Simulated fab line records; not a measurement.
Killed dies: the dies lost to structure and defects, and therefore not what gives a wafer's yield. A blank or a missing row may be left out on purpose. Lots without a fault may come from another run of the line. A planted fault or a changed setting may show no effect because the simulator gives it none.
What tool caused it? | flow n5-finfet | 24 lots, 72 wafers sampled, at 5 steps of a route of 1938

## WHAT THE GAUGES READ, wafer by wafer
N5_MIM_TOP_LITHO_OVL_MEAS_11. Usual: MIM_TOP_OVL -2 nm, standard deviation 5.2.
lot  | measured     | on         | MIM_TOP_OVL (nm) | flag
L075 | day 11 21:23 | overlay-02 | 5 0 1            |
L076 | day 12 00:37 | overlay-01 | -4 -2 -6         |
L074 | day 12 03:08 | overlay-02 | 2 4 9            |
L077 | day 12 08:34 | overlay-02 | -8 -10 1         |
L078 | day 12 17:11 | overlay-01 | 3 -7 1           |
L079 | day 12 20:47 | overlay-02 | -2 -4 -7         |
L083 | day 13 13:53 | overlay-01 | -7 -7 0          |
L081 | day 13 15:13 | overlay-01 | 0 -5 -5          |
L082 | day 13 21:14 | overlay-02 | -3 -4 1          |
L080 | day 14 04:02 | overlay-02 | 7 6 0            |
L084 | day 14 09:02 | overlay-01 | 1 -7 -8          |
L085 | day 14 11:10 | overlay-01 | 3 -2 -2          |
L087 | day 14 14:58 | overlay-02 | -3 -11 -7        |
L086 | day 14 18:35 | overlay-02 | -5 -2 -3         |
L088 | day 15 02:16 | overlay-01 | -5 -1 -5         |
L091 | day 15 17:31 | overlay-01 | -5 2 -2          |
L089 | day 16 01:47 | overlay-02 | -5 -4 0          |
L090 | day 16 01:56 | overlay-01 | 2 1 -1           |
L093 | day 16 02:20 | overlay-01 | 7 2 13           |
L092 | day 16 08:29 | overlay-01 | -12 -10 -13      |
L094 | day 16 17:56 | overlay-01 | 0 -3 1           |
L095 | day 17 01:34 | overlay-01 | 8 2 1            |
L096 | day 17 03:26 | overlay-01 | -5 -5 -7         |
L097 | day 17 06:01 | overlay-01 | -7 -4 -4         |

## TOOL THAT RAN EACH LOT (tool first, then ch and the chambers of the sampled wafers, then the start)
lot  | N5_BEOL_M15_STRIP_62                          | N5_BEOL_M15_ETCH_38                           | N5_BEOL_M15_ANNEAL_48            | N5_PASSIVATION_PECVD_00
L075 | rie-diel-05 ch 0,1, day 11 15:53 or earlier   | rie-diel-05 ch 0,1, day 11 15:53 or earlier   | rtp-anneal-02 ch 0, day 11 15:53 | pecvd-03 ch 0,1,2, day 11 17:35
L076 | rie-diel-06 ch 0,1, day 11 17:25 or earlier   | rie-diel-06 ch 0,1, day 11 17:25 or earlier   | rtp-anneal-01 ch 0, day 11 17:25 | pecvd-03 ch 0,2, day 11 19:09
L074 | rie-diel-05 ch 1,2, day 11 22:54 or earlier   | rie-diel-05 ch 1,2, day 11 22:54 or earlier   | rtp-anneal-02 ch 0, day 11 22:54 | pecvd-04 ch 0,1,2, day 12 00:31
L077 | rie-diel-05 ch 1,2,3, day 12 04:06 or earlier | rie-diel-05 ch 1,2,3, day 12 04:06 or earlier | rtp-anneal-01 ch 0, day 12 04:06 | pecvd-04 ch 0,2, day 12 05:50
L078 | rie-diel-01 ch 0,1, day 12 09:12 or earlier   | rie-diel-01 ch 0,1, day 12 09:12 or earlier   | rtp-anneal-02 ch 0, day 12 09:12 | pecvd-03 ch 0,1,2, day 12 10:56
L079 | rie-diel-06 ch 0,1,3, day 12 13:58 or earlier | rie-diel-06 ch 0,1,3, day 12 13:58 or earlier | rtp-anneal-01 ch 0, day 12 13:58 | pecvd-01 ch 1,2, day 12 15:42
L083 | rie-diel-06 ch 1,2, day 13 09:06 or earlier   | rie-diel-06 ch 1,2, day 13 09:06 or earlier   | rtp-anneal-02 ch 0, day 13 09:06 | pecvd-03 ch 1,2, day 13 10:45
L081 | rie-diel-06 ch 0,1,3, day 13 11:26 or earlier | rie-diel-06 ch 0,1,3, day 13 11:26 or earlier | rtp-anneal-01 ch 0, day 13 11:26 | pecvd-01 ch 0,2, day 13 13:05
L082 | rie-diel-05 ch 0,1,3, day 13 14:22 or earlier | rie-diel-05 ch 0,1,3, day 13 14:22 or earlier | rtp-anneal-02 ch 0, day 13 14:22 | pecvd-04 ch 0,1, day 13 16:07
L080 | rie-diel-05 ch 2,3, day 13 22:50 or earlier   | rie-diel-05 ch 2,3, day 13 22:50 or earlier   | rtp-anneal-01 ch 0, day 13 22:50 | pecvd-04 ch 0,1, day 14 00:35
L084 | rie-diel-06 ch 1,2, day 14 04:28 or earlier   | rie-diel-06 ch 1,2, day 14 04:28 or earlier   | rtp-anneal-01 ch 0, day 14 04:28 | pecvd-04 ch 0,2, day 14 06:13
L085 | rie-diel-01 ch 0,3, day 14 06:57 or earlier   | rie-diel-01 ch 0,3, day 14 06:57 or earlier   | rtp-anneal-02 ch 0, day 14 06:57 | pecvd-04 ch 0,1,2, day 14 08:35
L087 | rie-diel-06 ch 0,2,3, day 14 11:28 or earlier | rie-diel-06 ch 0,2,3, day 14 11:28 or earlier | rtp-anneal-01 ch 0, day 14 11:28 | pecvd-01 ch 0,1,2, day 14 13:13
L086 | rie-diel-01 ch 1,2, day 14 11:49 or earlier   | rie-diel-01 ch 1,2, day 14 11:49 or earlier   | rtp-anneal-01 ch 0, day 14 11:49 | pecvd-01 ch 0,1, day 14 14:08
L088 | rie-diel-05 ch 1,3, day 14 21:18 or earlier   | rie-diel-05 ch 1,3, day 14 21:18 or earlier   | rtp-anneal-01 ch 0, day 14 21:18 | pecvd-01 ch 0,2, day 14 23:07
L091 | rie-diel-01 ch 0,1,2, day 15 13:11 or earlier | rie-diel-01 ch 0,1,2, day 15 13:11 or earlier | rtp-anneal-01 ch 0, day 15 13:11 | pecvd-01 ch 0,1,2, day 15 14:55
L089 | rie-diel-01 ch 0,1,2, day 15 20:16 or earlier | rie-diel-01 ch 0,1,2, day 15 20:16 or earlier | rtp-anneal-02 ch 0, day 15 20:16 | pecvd-03 ch 0,1, day 15 22:01
L090 | rie-diel-06 ch 1,2,3, day 15 20:43 or earlier | rie-diel-06 ch 1,2,3, day 15 20:43 or earlier | rtp-anneal-01 ch 0, day 15 20:43 | pecvd-04 ch 0,1, day 15 22:25
L093 | rie-diel-06 ch 0,1,2, day 15 21:05 or earlier | rie-diel-06 ch 0,1,2, day 15 21:05 or earlier | rtp-anneal-01 ch 0, day 15 21:05 | pecvd-03 ch 1,2, day 15 22:56
L092 | rie-diel-05 ch 0,2,3, day 16 03:28 or earlier | rie-diel-05 ch 0,2,3, day 16 03:28 or earlier | rtp-anneal-01 ch 0, day 16 03:28 | pecvd-03 ch 0,1,2, day 16 05:08
L094 | rie-diel-06 ch 1,2, day 16 13:04 or earlier   | rie-diel-06 ch 1,2, day 16 13:04 or earlier   | rtp-anneal-01 ch 0, day 16 13:04 | pecvd-04 ch 0,1,2, day 16 14:41
L095 | rie-diel-06 ch 0,3, day 16 19:58 or earlier   | rie-diel-06 ch 0,3, day 16 19:58 or earlier   | rtp-anneal-01 ch 0, day 16 19:58 | pecvd-03 ch 1,2, day 16 21:42
L096 | rie-diel-05 ch 0,1, day 16 22:04 or earlier   | rie-diel-05 ch 0,1, day 16 22:04 or earlier   | rtp-anneal-01 ch 0, day 16 22:04 | pecvd-04 ch 0,2, day 16 23:49
L097 | rie-diel-01 ch 0,1,3, day 17 01:26 or earlier | rie-diel-01 ch 0,1,3, day 17 01:26 or earlier | rtp-anneal-01 ch 0, day 17 01:26 | pecvd-04 ch 0,2, day 17 03:07
- N5_BEOL_M15_STRIP_62: strips in O2.
- N5_BEOL_M15_ETCH_38: etches SiCN in CF4/N2, target depth 106.4 nm, time 120.5 s.
- N5_BEOL_M15_ANNEAL_48: time 90 s.
- N5_PASSIVATION_PECVD_00: deposits SiO2 from SiH4/N2O, target thk 200 nm, time 11.2 s.

## AS READ BY THE TOOLS THEMSELVES (means over the sampled wafers that have a number; for cases with no such wafer, the mark the record gives instead)
N5_BEOL_M15_STRIP_62. Usual: drypump-motor-current-A 5.9 A, standard deviation 0.37; oes-product-au 0.81 a.u., standard deviation 0.088; rf-vpp-V 3.7 V, standard deviation 0.5; showerhead-plenum-p-Torr 2.10 Torr, standard deviation 0.086; throttle-valve-pct 16.67 %, standard deviation 0.18.
lot  | tool        | drypump-motor-current-A (A) | oes-product-au (a.u.) | rf-vpp-V (V) | showerhead-plenum-p-Torr (Torr) | throttle-valve-pct (%) | flag
L075 | rie-diel-05 | 6.0                         | 0.75                  | 3.6          | 2.12                            | 16.75                  |
L076 | rie-diel-06 | 6.1                         | 0.84                  | 3.6          | 2.16                            | 16.54                  |
L074 | rie-diel-05 | 6.3                         | 0.88                  | 3.2          | 2.21                            | 16.77                  |
L077 | rie-diel-05 | 5.9                         | 0.79                  | 3.5          | 2.13                            | 16.85                  |
L078 | rie-diel-01 | 5.3                         | 0.73                  | 4.2          | 2.12                            | 16.74                  |
L079 | rie-diel-06 | 6.1                         | 0.83                  | 4.1          | 2.10                            | 16.52                  |
L083 | rie-diel-06 | 6.2                         | 0.88                  | 3.8          | 2.16                            | 16.58                  |
L081 | rie-diel-06 | 6.0                         | 0.82                  | 3.6          | 2.09                            | 16.53                  |
L082 | rie-diel-05 | 5.7                         | 0.74                  | 3.6          | 2.06                            | 16.80                  |
L080 | rie-diel-05 | 5.9                         | 0.83                  | 3.1          | 2.15                            | 16.79                  |
L084 | rie-diel-06 | 6.1                         | 0.90                  | 3.7          | 2.11                            | 16.59                  |
L085 | rie-diel-01 | 5.4                         | 0.70                  | 3.8          | 2.01                            | 16.76                  |
L087 | rie-diel-06 | 5.9                         | 0.84                  | 3.8          | 2.03                            | 16.55                  |
L086 | rie-diel-01 | 5.9                         | 0.82                  | 3.8          | 2.11                            | 16.84                  |
L088 | rie-diel-05 | 5.5                         | 0.70                  | 3.3          | 2.04                            | 16.99                  |
L091 | rie-diel-01 | 5.6                         | 0.80                  | 3.5          | 2.10                            | 16.74                  |
L089 | rie-diel-01 | 5.6                         | 0.79                  | 3.7          | 2.10                            | 16.75                  |
L090 | rie-diel-06 | 6.1                         | 0.85                  | 3.6          | 2.10                            | 16.61                  |
L093 | rie-diel-06 | 6.0                         | 0.83                  | 3.3          | 2.09                            | 16.59                  |
L092 | rie-diel-05 | 5.8                         | 0.78                  | 3.6          | 2.07                            | 16.75                  |
L094 | rie-diel-06 | 6.0                         | 0.87                  | 3.7          | 2.11                            | 16.62                  |
L095 | rie-diel-06 | 5.9                         | 0.80                  | 3.8          | 2.02                            | 16.55                  |
L096 | rie-diel-05 | 6.0                         | 0.72                  | 3.8          | 2.11                            | 16.83                  |
L097 | rie-diel-01 | 5.4                         | 0.86                  | 3.6          | 2.15                            | 16.53                  |

N5_BEOL_M15_ETCH_38. Usual: drypump-motor-current-A 5.9 A, standard deviation 0.36; mfc-ar-sccm 99.99 sccm, standard deviation 0.29; oes-product-au 0.81 a.u., standard deviation 0.091; rf-vpp-V 382.3 V, standard deviation 2.3; showerhead-plenum-p-Torr 2.21 Torr, standard deviation 0.084; throttle-valve-pct 15.44 %, standard deviation 0.2.
lot  | tool        | drypump-motor-current-A (A) | mfc-ar-sccm (sccm) | oes-product-au (a.u.) | rf-vpp-V (V) | showerhead-plenum-p-Torr (Torr) | throttle-valve-pct (%) | flag
L075 | rie-diel-05 | 6.0                         | 99.93              | 0.76                  | 382.6        | 2.24                            | 15.57                  |
L076 | rie-diel-06 | 6.1                         | 100.32             | 0.84                  | 382.9        | 2.26                            | 15.26                  |
L074 | rie-diel-05 | 6.3                         | 100.15             | 0.87                  | 385.3        | 2.32                            | 15.52                  |
L077 | rie-diel-05 | 5.9                         | 99.84              | 0.78                  | 382.8        | 2.24                            | 15.64                  |
L078 | rie-diel-01 | 5.4                         | 99.66              | 0.73                  | 381.7        | 2.22                            | 15.52                  |
L079 | rie-diel-06 | 6.0                         | 99.79              | 0.83                  | 382.3        | 2.20                            | 15.29                  |
L083 | rie-diel-06 | 6.2                         | 100.12             | 0.90                  | 383.6        | 2.28                            | 15.32                  |
L081 | rie-diel-06 | 6.0                         | 99.59              | 0.83                  | 381.5        | 2.20                            | 15.30                  |
L082 | rie-diel-05 | 5.8                         | 100.03             | 0.74                  | 381.7        | 2.17                            | 15.60                  |
L080 | rie-diel-05 | 6.0                         | 99.92              | 0.83                  | 383.7        | 2.26                            | 15.55                  |
L084 | rie-diel-06 | 6.1                         | 100.01             | 0.91                  | 382.5        | 2.22                            | 15.35                  |
L085 | rie-diel-01 | 5.4                         | 100.27             | 0.72                  | 380.1        | 2.13                            | 15.58                  |
L087 | rie-diel-06 | 5.9                         | 100.30             | 0.84                  | 380.8        | 2.14                            | 15.32                  |
L086 | rie-diel-01 | 5.9                         | 100.05             | 0.82                  | 382.5        | 2.22                            | 15.61                  |
L088 | rie-diel-05 | 5.5                         | 99.80              | 0.69                  | 381.7        | 2.15                            | 15.78                  |
L091 | rie-diel-01 | 5.6                         | 99.78              | 0.81                  | 381.7        | 2.22                            | 15.51                  |
L089 | rie-diel-01 | 5.6                         | 100.06             | 0.80                  | 382.5        | 2.21                            | 15.52                  |
L090 | rie-diel-06 | 6.1                         | 99.91              | 0.87                  | 382.7        | 2.21                            | 15.37                  |
L093 | rie-diel-06 | 6.0                         | 99.90              | 0.82                  | 383.0        | 2.20                            | 15.33                  |
L092 | rie-diel-05 | 5.8                         | 100.07             | 0.78                  | 382.2        | 2.19                            | 15.53                  |
L094 | rie-diel-06 | 6.0                         | 99.94              | 0.87                  | 382.4        | 2.21                            | 15.37                  |
L095 | rie-diel-06 | 5.9                         | 100.16             | 0.79                  | 380.6        | 2.14                            | 15.34                  |
L096 | rie-diel-05 | 6.0                         | 100.13             | 0.72                  | 383.4        | 2.23                            | 15.64                  |
L097 | rie-diel-01 | 5.4                         | 99.84              | 0.86                  | 383.3        | 2.26                            | 15.30                  |

N5_BEOL_M15_ANNEAL_48. Usual: 225.98 for wafer_temp_C_max, sd 0.29.
lot  | tool          | wafer_temp_C_max | flag
L075 | rtp-anneal-02 | 226.38           |
L076 | rtp-anneal-01 | 225.91           |
L074 | rtp-anneal-02 | 226.39           |
L077 | rtp-anneal-01 | 225.77           |
L078 | rtp-anneal-02 | 226.34           |
L079 | rtp-anneal-01 | 225.99           |
L083 | rtp-anneal-02 | 226.24           |
L081 | rtp-anneal-01 | 225.70           |
L082 | rtp-anneal-02 | 226.45           |
L080 | rtp-anneal-01 | 225.94           |
L084 | rtp-anneal-01 | 225.88           |
L085 | rtp-anneal-02 | 226.17           |
L087 | rtp-anneal-01 | 225.77           |
L086 | rtp-anneal-01 | 225.80           |
L088 | rtp-anneal-01 | 226.07           |
L091 | rtp-anneal-01 | 226.14           |
L089 | rtp-anneal-02 | 226.49           |
L090 | rtp-anneal-01 | 225.64           |
L093 | rtp-anneal-01 | 225.72           |
L092 | rtp-anneal-01 | 226.03           |
L094 | rtp-anneal-01 | 225.78           |
L095 | rtp-anneal-01 | 225.83           |
L096 | rtp-anneal-01 | 225.78           |
L097 | rtp-anneal-01 | 225.62           |

N5_PASSIVATION_PECVD_00. Usual: heater-power-w 647 W, standard deviation 100; showerhead-plenum-p-Torr 8.15 Torr, standard deviation 0.074; showerhead-vpp-V 1543 V, standard deviation 62; throttle-valve-pct 52.4 %, standard deviation 2.8.
lot  | tool     | heater-power-w (W) | showerhead-plenum-p-Torr (Torr) | showerhead-vpp-V (V) | throttle-valve-pct (%) | flag
L075 | pecvd-03 | 643                | 8.19                            | 1543                 | 53.4                   |
L076 | pecvd-03 | 681                | 8.20                            | 1573                 | 49.8                   |
L074 | pecvd-04 | 649                | 8.14                            | 1554                 | 52.2                   |
L077 | pecvd-04 | 616                | 8.17                            | 1554                 | 52.5                   |
L078 | pecvd-03 | 705                | 8.20                            | 1542                 | 53.3                   |
L079 | pecvd-01 | 553                | 8.12                            | 1482                 | 51.0                   |
L083 | pecvd-03 | 664                | 8.18                            | 1516                 | 56.2                   |
L081 | pecvd-01 | 551                | 8.04                            | 1618                 | 51.7                   |
L082 | pecvd-04 | 705                | 8.09                            | 1573                 | 53.0                   |
L080 | pecvd-04 | 750                | 8.11                            | 1574                 | 53.1                   |
L084 | pecvd-04 | 592                | 8.17                            | 1575                 | 52.8                   |
L085 | pecvd-04 | 635                | 8.14                            | 1537                 | 52.1                   |
L087 | pecvd-01 | 568                | 8.11                            | 1549                 | 51.2                   |
L086 | pecvd-01 | 593                | 8.08                            | 1589                 | 51.2                   |
L088 | pecvd-01 | 555                | 8.04                            | 1617                 | 51.9                   |
L091 | pecvd-01 | 592                | 8.11                            | 1533                 | 51.3                   |
L089 | pecvd-03 | 739                | 8.18                            | 1495                 | 56.9                   |
L090 | pecvd-04 | 775                | 8.07                            | 1549                 | 52.6                   |
L093 | pecvd-03 | 660                | 8.18                            | 1524                 | 56.5                   |
L092 | pecvd-03 | 727                | 8.20                            | 1541                 | 53.8                   |
L094 | pecvd-04 | 682                | 8.14                            | 1534                 | 52.1                   |
L095 | pecvd-03 | 688                | 8.22                            | 1559                 | 53.3                   |
L096 | pecvd-04 | 572                | 8.21                            | 1541                 | 52.1                   |
L097 | pecvd-04 | 578                | 8.22                            | 1546                 | 52.0                   |

## THE ANSWER, worked out from the rows above alone
Rule: a lot counts as off when the mean over its wafers that have a number is more than 3 standard deviations away from the usual mean. Also off: a lot with no number at a reading for which 4 or more lots have one. Where the step has rows for the other lots, those lots are counted as sound. First the gauges in route order, then the tools' own readings, where a lot's mean is used as printed above. The first step at which some lot is off is used, and at that step the reading that is off furthest; a lot without a number counts as furthest.
None of the lots is off at any reading shown; this tells nothing.

## WHAT THE SIMULATOR PUT IN
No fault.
